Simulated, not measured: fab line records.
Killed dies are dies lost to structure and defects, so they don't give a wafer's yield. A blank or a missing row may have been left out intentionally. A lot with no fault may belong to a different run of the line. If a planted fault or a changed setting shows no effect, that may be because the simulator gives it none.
A lot that was struck, set against a sound lot	flow n5-finfet	41 out of 1938 route steps
Sound: wafers L284.2, L284.5, L284.6. Struck: wafers L290.2, L290.6 (left out: L290.3, a lot-mate that was not struck); the cause follows at the end.
Order at every step that has rows: each side's tool, ch and its chambers, its first start. Under that, the readings that differ: sound wafers	struck wafers	difference of the means	sigmas: that difference in standard deviations of wafers without a fault.
alike: a reading whose means differ by less than 2 such deviations, as well as words and numbers matching on both sides. not compared: withheld readings; readings where some wafer has no value; bounds like >300 that might hide an equal value; numbers whose values overlap and for which the record gives no deviation.
The two part at a step that has a row with sigmas, a row that says differs or no value, or rows on one side only. Numbers that have no deviation but don't overlap get no sigmas and don't part them. A reading that every wafer of one side lacks parts them only if that side has two wafers or more.

first, 11 steps without rows for these wafers: N5_HKMG_FIN_DESCUM_17 (chemistry O2, time 7.9 s); N5_HKMG_FIN_ETCH_31 (etches SiARC in CF4, target depth 45.5 nm, time 75.8 s); N5_HKMG_FIN_ETCH_32 (etches SOC in N2/H2, target depth 240 nm, time 300 s); N5_HKMG_FIN_STRIP_33 (strips in N2/H2); N5_HKMG_FIN_STRIP_34 (strips in CF4); N5_HKMG_FIN_ETCH_35 (etches SOC in N2/H2, target depth 215.8 nm, time 243.4 s); N5_HKMG_FIN_STRIP_92 (strips SOC in N2/H2, time 20 s); N5_HKMG_FIN_WET_ETCH_18 (etches TiN in SC1, time 55 s, target depth 5.2 nm, rinse time 30 s); N5_HKMG_FIN_STRIP_19 (strips in N2/H2, time 360 s); N5_HKMG_FIN_ALD_91 (deposits TiN, target thk 1 nm, pulse time 1 s, purge time 3 s); N5_HKMG_FIN_COAT_85 (time 60 s, resist thk 300 nm).
N5_HKMG_FIN_ETCH_86: etches SOC in N2/H2, stops on TiN, target depth 393.2 nm.
  sound on rie-diel-06 ch 1,2, day 4 03:47; struck on rie-diel-06 ch 0, day 5 22:09
reading	sound	struck	difference	sigmas
rf-fwd-power-W (W)	847.4 842.6 850.1	1049.2 1049.0	+202.4	+72
rf-vpp-V (V)	243.6 237.8 241.5	225.9 224.0	-16.0	-11
model.SOC_of_HKMG_FIN_COAT_85.thk-nm (nm)	13.6 20.8 13.8	8.6 8.6	-7.5	
model.TiN_of_HKMG_FIN_ALD_91.thk-nm (nm)	1 1 1	0 0	-1	
  alike: drypump-motor-current-A, oes-product-au, showerhead-plenum-p-Torr, throttle-valve-pct
  not compared: rf-hours-counter-h
then, 27 steps without rows for these wafers: N5_HKMG_FIN_STRIP_89 (strips SOC in N2/H2, time 20 s); N5_HKMG_FIN_WET_ETCH_87 (etches TiN in SC1, time 154.2 s, target depth 4.7 nm, rinse time 30 s); N5_HKMG_FIN_STRIP_88 (strips in N2/H2, time 360 s); N5_HKMG_FIN_NWFM_ALD_20 (deposits TiAlC, target thk 2 nm, pulse time 3 s, purge time 2 s); N5_HKMG_FIN_ALD_71 (deposits TiN, target thk 1 nm, pulse time 1 s, purge time 3 s); N5_HKMG_FIN_COAT_66 (time 60 s, resist thk 300 nm); N5_HKMG_FIN_ETCH_67 (etches SOC in N2/H2, stops on TiN, target depth 388.9 nm); N5_HKMG_FIN_STRIP_90 (strips SOC in N2/H2, time 20 s); N5_HKMG_FIN_WET_ETCH_73 (etches the open film in SC1, time 42.3 s, target depth 1.3 nm, rinse time 30 s); N5_HKMG_FIN_ETCHBACK_68 (etches the open film in Cl2/Ar, stops on HfO2, target depth 0.5 nm); N5_HKMG_FIN_STRIP_69 (strips in N2/H2, time 360 s); N5_HKMG_FIN_ALD_21 (deposits TiN, target thk 1.5 nm, pulse time 1 s, purge time 3 s); N5_HKMG_FIN_ALD_72 (deposits W, target thk 2 nm, pulse time 1 s, purge time 2 s); N5_HKMG_FIN_W_FILL_22 (material W, target thk 60 nm, time 18.2 s); N5_HKMG_FIN_PRECLEAN_83 (cleans in DIW, time 57.5 s); N5_HKMG_FIN_SRD_84 (dry time 32 s); N5_HKMG_FIN_CMP_23 (polishes, stops on SiNx, t overpolish 10 s, target thk 46.326 nm); N5_HKMG_FIN_CMP_94 (polishes, stops on SiNx, t overpolish 4.7 s, target thk 43.299 nm); N5_GATE_CUT_ETCHBACK_00 (etches W in SF6/Cl2); N5_GATE_CUT_ETCH_56 (etches TiN in Cl2/Ar, target depth 21.6 nm); N5_GATE_CUT_ETCHBACK_30 (etches TiN in Cl2/Ar, target depth 3 nm); N5_GATE_CUT_VAPOR_ETCH_60 (etches HfO2 in BCl3/Cl2); N5_GATE_CUT_ETCH_58 (etches SiNx in CH3F/O2, target depth 17 nm, time 128.6 s); N5_GATE_CUT_STRIP_59 (strips in N2/H2, time 20 s); N5_GATE_CUT_PRECLEAN_31 (cleans in DIW, time 300 s); N5_GATE_CUT_SRD_32 (time 30 s); N5_GATE_CUT_SAC_CAP_01 (material SiNx, target thk 24 nm, pulse time 1 s, ald cycles 480).
N5_BEOL_M4_RC_MEAS_101:
  the record has rows for the sound wafers here (prober-01 ch 0, day 7 20:23) and none for the struck ones
-- a jump in the record: the struck wafers' starts before and after are 9 days apart (it breaks off in module BEOL_M4 and resumes in module PASSIVATION, where the first step shown is number 1936 of the route) --
N5_PASSIVATION_PROBE_49:
  only the struck wafers here have rows in the record (prober-01, day 14 19:22); the sound ones have none

## WHERE THEY PART
First at N5_HKMG_FIN_ETCH_86; last, within this record, at N5_PASSIVATION_PROBE_49.

WHY: what the simulator had put in
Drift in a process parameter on rie-diel-06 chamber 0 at N5_HKMG_FIN_ETCH_86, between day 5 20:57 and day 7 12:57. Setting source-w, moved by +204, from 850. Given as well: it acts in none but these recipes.
